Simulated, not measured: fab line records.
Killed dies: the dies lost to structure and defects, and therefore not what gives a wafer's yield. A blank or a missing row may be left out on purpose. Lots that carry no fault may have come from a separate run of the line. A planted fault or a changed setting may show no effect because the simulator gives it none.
Chamber matching | flow nand_harc | rie_diel-10 running NHARC_P_GATE_DESCUM_61: 4 sister chambers
The step chemistry O2, time 3 s. 14 wafers are shown with their chamber, then 7 later ones without.

== WAFERS WITH THEIR CHAMBER ==
wafer  | chamber | showerhead_plenum_p_Torr (Torr) | drypump_motor_current_A (A) | oes_product_au (a.u.)
L869.2 | 3       | 1.81                            | 5.55                        | 0.995
L869.4 | 2       | 1.91                            | 5.33                        | 0.993
L869.5 | 0       | 1.96                            | 5.95                        | 1.000
L870.2 | 3       | 1.81                            | 5.56                        | 0.998
L870.4 | 2       | 1.91                            | 5.32                        | 0.987
L870.5 | 1       | 1.85                            | 5.87                        | 1.002
L874.3 | 3       | 1.81                            | 5.55                        | 0.988
L874.4 | 1       | 1.85                            | 5.89                        | 0.994
L874.5 | 3       | 1.81                            | 5.57                        | 0.987
L879.1 | 2       | 1.91                            | 5.36                        | 0.991
L879.4 | 3       | 1.81                            | 5.58                        | 1.004
L879.6 | 0       | 1.95                            | 6.01                        | 1.007
L884.1 | 0       | 1.95                            | 5.92                        | 1.011
L884.4 | 3       | 1.81                            | 5.58                        | 0.993

SIGNATURES (means of the wafers above)
reading                  | chamber 0 | chamber 1 | chamber 2 | chamber 3 | scatter within a chamber
showerhead_plenum_p_Torr | 1.9533    | 1.8500    | 1.9100    | 1.8100    | 0.00258
drypump_motor_current_A  | 5.9600    | 5.8800    | 5.3367    | 5.5650    | 0.0249
oes_product_au           | 1.00600   | 0.99800   | 0.99033   | 0.99417   | 0.00562
Rule: a wafer lies at a distance from a chamber equal to the root of the sum of squares, over the readings, of (its reading less the chamber's mean, divided by the reading's scatter). The wafer belongs to the nearest chamber; if the next one is less than 2 further off, it can't be placed. The scatter is the square root of a quotient: the sum, over the shown wafers, of each reading's squared deviation from its chamber's mean, divided by wafers minus chambers.

== WAFERS WHOSE CHAMBER IS MISSING ==
wafer  | showerhead_plenum_p_Torr (Torr) | drypump_motor_current_A (A) | oes_product_au (a.u.)
L884.5 | 1.84                            | 5.90                        | 1.009
L885.1 | 1.95                            | 6.03                        | 1.012
L885.2 | 1.91                            | 5.35                        | 1.003
L885.4 | 1.84                            | 5.89                        | 1.003
L887.2 | 1.84                            | 5.90                        | 1.009
L887.5 | 1.91                            | 5.33                        | 0.995
L887.6 | 1.84                            | 5.88                        | 1.005

== EACH ONE'S CHAMBER ==
wafer  | from the rows above | in truth
L884.5 | 1                   | 1
L885.1 | 0                   | 0
L885.2 | 2                   | 2
L885.4 | 1                   | 1
L887.2 | 1                   | 1
L887.5 | 2                   | 2
L887.6 | 1                   | 1
Correct placement for 7 of the 7. Left unplaced by these rows: 0. Wrongly placed: 0.
